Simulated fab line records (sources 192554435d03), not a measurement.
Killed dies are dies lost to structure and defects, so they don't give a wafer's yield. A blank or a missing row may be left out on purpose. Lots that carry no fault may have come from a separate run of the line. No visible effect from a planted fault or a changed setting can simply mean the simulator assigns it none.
Split-lot study / flow n5-finfet / 7 lots, 21 wafers read, on a route of 1938 steps

== SPLIT DETAILS ==
At N5_ZERO_LAYER_EXPOSE_08 (exposes mask ZERO, defocus 0 nm, target cd 2000 nm), the setting dose-mj was moved away from the recipe's 16.2 on 7 of the 21 wafers read, by -5.0% to +6.4%. The other wafers ran this setting at the recipe's value.

== FROM THE SPLIT TO THE READING: what the file shows between them, 3 steps ==
- N5_ZERO_LAYER_PEB_09
- N5_ZERO_LAYER_DEVELOP_10: develop time 60 s
- N5_ZERO_LAYER_HARDBAKE_23: time 120 s

== THE READING ==
cd-nm, in nm, at N5_ZERO_LAYER_CD_MEAS_11 (target cd 2000 nm). On this fab line, fault-free wafers typically give 1999.9 nm with a standard deviation of 1.7 nm.

wafer=L076.2; tool, chamber at the split=krf-scanner-02, 0; dose-mj as run=16.2; against the recipe=recipe; cd-nm, nm=1999.0; against lot-mates on the recipe=-
wafer=L076.4; tool, chamber at the split=krf-scanner-02, 0; dose-mj as run=16.2; against the recipe=recipe; cd-nm, nm=1998.6; against lot-mates on the recipe=-
wafer=L076.6; tool, chamber at the split=krf-scanner-02, 0; dose-mj as run=16.2; against the recipe=recipe; cd-nm, nm=2002.4; against lot-mates on the recipe=-
wafer=L081.2; tool, chamber at the split=krf-scanner-01, 0; dose-mj as run=16.62; against the recipe=+2.6%; cd-nm, nm=2001.7; against lot-mates on the recipe=+1.6
wafer=L081.3; tool, chamber at the split=krf-scanner-01, 0; dose-mj as run=16.2; against the recipe=recipe; cd-nm, nm=2000.1; against lot-mates on the recipe=-
wafer=L081.5; tool, chamber at the split=krf-scanner-01, 0; dose-mj as run=16.62; against the recipe=+2.6%; cd-nm, nm=2002.5; against lot-mates on the recipe=+2.4
wafer=L083.2; tool, chamber at the split=krf-scanner-01, 0; dose-mj as run=17.22; against the recipe=+6.3%; cd-nm, nm=2014.5; against lot-mates on the recipe=+14.3
wafer=L083.5; tool, chamber at the split=krf-scanner-01, 0; dose-mj as run=16.2; against the recipe=recipe; cd-nm, nm=2001.2; against lot-mates on the recipe=-
wafer=L083.6; tool, chamber at the split=krf-scanner-01, 0; dose-mj as run=16.2; against the recipe=recipe; cd-nm, nm=1999.1; against lot-mates on the recipe=-
wafer=L084.1; tool, chamber at the split=krf-scanner-01, 0; dose-mj as run=16.2; against the recipe=recipe; cd-nm, nm=2002.4; against lot-mates on the recipe=-
wafer=L084.2; tool, chamber at the split=krf-scanner-01, 0; dose-mj as run=15.39; against the recipe=-5.0%; cd-nm, nm=1994.5; against lot-mates on the recipe=-8.0
wafer=L084.5; tool, chamber at the split=krf-scanner-01, 0; dose-mj as run=16.2; against the recipe=recipe; cd-nm, nm=2002.5; against lot-mates on the recipe=-
wafer=L087.1; tool, chamber at the split=krf-scanner-02, 0; dose-mj as run=17.24; against the recipe=+6.4%; cd-nm, nm=2012.2; against lot-mates on the recipe=+12.0
wafer=L087.4; tool, chamber at the split=krf-scanner-02, 0; dose-mj as run=17.24; against the recipe=+6.4%; cd-nm, nm=2012.8; against lot-mates on the recipe=+12.6
wafer=L087.6; tool, chamber at the split=krf-scanner-02, 0; dose-mj as run=16.2; against the recipe=recipe; cd-nm, nm=2000.2; against lot-mates on the recipe=-
wafer=L096.1; tool, chamber at the split=krf-scanner-02, 0; dose-mj as run=16.2; against the recipe=recipe; cd-nm, nm=2000.5; against lot-mates on the recipe=-
wafer=L096.5; tool, chamber at the split=krf-scanner-02, 0; dose-mj as run=16.2; against the recipe=recipe; cd-nm, nm=2000.5; against lot-mates on the recipe=-
wafer=L096.6; tool, chamber at the split=krf-scanner-02, 0; dose-mj as run=16.2; against the recipe=recipe; cd-nm, nm=2001.0; against lot-mates on the recipe=-
wafer=L097.2; tool, chamber at the split=krf-scanner-01, 0; dose-mj as run=16.2; against the recipe=recipe; cd-nm, nm=1997.4; against lot-mates on the recipe=-
wafer=L097.4; tool, chamber at the split=krf-scanner-01, 0; dose-mj as run=16.2; against the recipe=recipe; cd-nm, nm=1997.5; against lot-mates on the recipe=-
wafer=L097.6; tool, chamber at the split=krf-scanner-01, 0; dose-mj as run=15.69; against the recipe=-3.1%; cd-nm, nm=1993.7; against lot-mates on the recipe=-3.8

THE FIT
A straight line over all 21 wafers: cd-nm changes by +1.8 nm for each +1% of dose-mj; r = +0.93; the points scatter about the line by 2 nm.
The same after taking each lot's own level away (the mean of its wafers on the recipe; 21 wafers): +1.81 nm for each +1%; r = +0.96; scatter 1.5 nm.
The reading moves by 12 nm for the largest change in dose-mj, on that fit.
Measured against the standard deviation above, the lots' own levels, which go from 1997.45 to 2002.45 nm, span 2.9 times it.
The two slopes agree, so the slope changes little with the lot-to-lot level.
Check: for one of the wafers moved furthest among these (+6.4%), held out of the fit, the line's prediction against its lot-mates is +11.6 nm. It came out at +12 nm against them.

== THESE WAFERS: OTHER SPLITS ==
Before the reading, these wafers also passed through other splits. Each is held against what the fit with the lots' levels taken away leaves over:
other split on the same wafers=N5_ZERO_LAYER_COAT_05 spin-rpm; wafers away from the commonest value=8; r with cd-nm (lot level and that fit taken away)=+0.65

== THE WHOLE CHAIN: every reading that the file lists as answering this split, in the file's order ==
step=N5_ZERO_LAYER_CD_MEAS_11; what it does=target cd 2000 nm; reading=cd-nm; change (the file's fit)=+1.84 nm for each +1% of the setting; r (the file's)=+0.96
step=N5_ZERO_LAYER_DESCUM_16; what it does=chemistry O2, time 7.9 s; reading=ZERO_LAYER.cd-nm (the simulator's own value, which no gauge read); change (the file's fit)=+1.83 nm for each +1% of the setting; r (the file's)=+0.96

== THE FILE'S OWN FIT ==
cd-nm changes by +1.84 nm for each +1% of dose-mj, r = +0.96.
